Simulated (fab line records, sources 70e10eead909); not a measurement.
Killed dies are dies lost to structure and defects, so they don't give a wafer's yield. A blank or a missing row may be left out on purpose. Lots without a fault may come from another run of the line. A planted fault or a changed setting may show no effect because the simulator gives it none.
Chamber matching | flow nand_harc | NHARC_A_DECK1_JOINT_DEP_16 on pecvd-03: 3 sister chambers
The step deposits SiO2, target thk 45 nm. 3 wafers are shown with their chamber, then 7 later ones without.

WAFERS WITH THEIR CHAMBER
wafer  | chamber | throttle_valve_pct (%)
L092.1 | 0       | 15.5
L094.3 | 2       | 15.6
L094.4 | 1       | 14.9

WAFERS WITHOUT THEIR CHAMBER
wafer  | throttle_valve_pct (%)
L094.5 | 15.4
L095.2 | 16.0
L095.4 | 15.3
L095.6 | 15.7
L097.4 | 15.7
L097.5 | 16.0
L097.6 | 15.3

WHICH CHAMBER EACH WENT THROUGH
wafer  | from the rows above          | in truth
L094.5 | can't be placed: 0 or 2 or 1 | 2
L095.2 | can't be placed: 2 or 0      | 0
L095.4 | can't be placed: 0 or 2 or 1 | 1
L095.6 | can't be placed: 2 or 0      | 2
L097.4 | can't be placed: 2 or 0      | 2
L097.5 | can't be placed: 2 or 0      | 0
L097.6 | can't be placed: 0 or 2 or 1 | 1
Placed correctly: 0 of 7. Can't be placed from these rows: 7 (the true chamber is among the candidates in 7). Placed wrongly: 0.
How it was worked out, from the rows above alone: a wafer's distance from a chamber is the root of the sum, over the readings, of the square of ((its reading less the chamber's mean) divided by the reading's scatter). The wafer belongs to the nearest chamber; if the next one is less than 2 further off, it can't be placed. A chamber's mean is the mean of its shown wafers. The scatter: with one shown wafer a chamber, the root of the mean of the squares of how far each hidden wafer lies from its nearest shown one.
